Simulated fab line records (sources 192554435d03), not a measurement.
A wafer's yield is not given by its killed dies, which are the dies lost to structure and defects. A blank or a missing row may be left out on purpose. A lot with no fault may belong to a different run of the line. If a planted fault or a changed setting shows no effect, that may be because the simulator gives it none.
Struck lot and sound lot, side by side    flow n5Finfet    16 out of 1938 route steps
Sound: these wafers, L677.1, L677.2, L677.3. The struck wafers were L673.2, L673.4, L673.5. The cause is given at the end.
Per side, at each step with rows, come the tool, then ch with its chambers, and then its first start. Under that, the readings that differ: sound wafers    struck wafers    difference of the means    sigmas: that difference in standard deviations of wafers without a fault.
alike: readings whose means differ by less than 2 such deviations, and words and numbers that are the same on both sides. not compared: withheld readings, readings that some wafer has no value for, bounds like >300 that may hide the same value, and numbers for which the record gives no deviation and whose values overlap.
Wherever a step has rows on one side only, a row that says differs or no value, or a row with sigmas, the two part there. Non-overlapping numbers with no deviation appear without sigmas and do not part them. A reading missing from all wafers of one side parts the sides only when that side holds two or more wafers.

first, 9 steps without rows for these wafers: N5_BEOL_M1_SOFTBAKE_23 (time 60 s); N5_BEOL_M1_EXPOSE_25 (exposes mask V0, defocus 5 nm, target cd 24 nm); N5_BEOL_M1_PEB_26 (peb time 60 s); N5_BEOL_M1_DEVELOP_27 (develop time 30 s); N5_BEOL_M1_DESCUM_33 (chemistry O2, time 7 s); N5_BEOL_M1_ETCH_77 (etches underlayer in N2/H2, target depth 6.5 nm, time 5.2 s); N5_BEOL_M1_ETCH_69 (etches SiARC in CF4, target depth 15.6 nm, time 26 s); N5_BEOL_M1_ALD_98 (deposits SiO2, target thk 2.5 nm, pulse time 1 s, co reactant pulse time 1 s); N5_BEOL_M1_ETCHBACK_99 (etches SiO2 in CHF3, target depth 5 nm, time 10.4 s).
N5_BEOL_M1_ETCH_70: etches SOC in N2/H2, target depth 80 nm, overetch 16 nm, time 120 s.
  sound on rieDiel-03 ch 1,2,3, day 10 18:19; struck on rieDiel-04 ch 0,2,3, day 9 21:38
reading                                    sound              struck             difference  sigmas
rfFwdPowerW (W)                            835.3 832.0 836.1  634.1 630.5 632.2  -202.2      -75
rfVppV (V)                                 526.3 522.0 525.8  574.9 575.0 575.0  +50.3       +24
model.SiARC_of_BEOL_M1_COAT_68.thkNm (nm)  6.8 6 6.6          7.4 7 7.4          +0.8        
  alike: drypumpMotorCurrentA, oesProductAu, showerheadPlenumPTorr, throttleValvePct
  not compared: rfHoursCounterH
then, 2 steps without rows for these wafers: N5_BEOL_M1_STRIP_71 (strips in N2/H2); N5_BEOL_M1_STRIP_78 (strips in N2/H2).
N5_BEOL_M1_VIA_ETCH_34: etches the open film in C4F6/O2, target depth 67.8 nm, time 64.4 s.
  sound on rieDiel-03 ch 1,2,3, day 10 18:25; struck on rieDiel-04 ch 0,2,3, day 9 21:44
reading                  sound           struck          difference  sigmas
model.BEOL_M1.cdNm (nm)  18.2 18.4 18.8  17.4 17.6 17.2  -1.1        
  alike: drypumpMotorCurrentA, oes_f_703_au, oesProductAu, rfFwdPowerW, rfVppV, showerheadPlenumPTorr, throttleValvePct
  not compared: rfHoursCounterH
then, 1 step without rows for these wafers: N5_BEOL_M1_STRIP_83 (strips in C4F6/O2).
-- the record jumps here: 2 days lie between the struck wafers' starts before and after (it left off in module BEOL_M1 and takes up again in module BEOL_M4, whose first step shown is number 1111 of the route) --
N5_BEOL_M4_RC_MEAS_101:
  sound on prober-02 ch 0, day 12 17:07; struck on prober-02 ch 0, day 12 03:12
reading        sound        struck       difference  sigmas
ION_P (uA/um)  455 465 459  472 475 483  +17         +2
  alike: DIBL_N, DIBL_P, IOFF_N, IOFF_P, ION_N, SS_N, SS_P, VT_N, VT_P
N5_PASSIVATION_PROBE_49:
  the record has rows for the sound wafers here (prober-01, day 17 09:56) and none for the struck ones

## WHERE THEY PART
Earliest at N5_BEOL_M1_ETCH_70; latest, in this record, at N5_PASSIVATION_PROBE_49.

WHY: whatever the simulator had introduced
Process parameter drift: rieDiel-04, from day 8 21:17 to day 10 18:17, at N5_BEOL_M1_ETCH_70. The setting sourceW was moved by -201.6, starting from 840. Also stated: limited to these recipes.
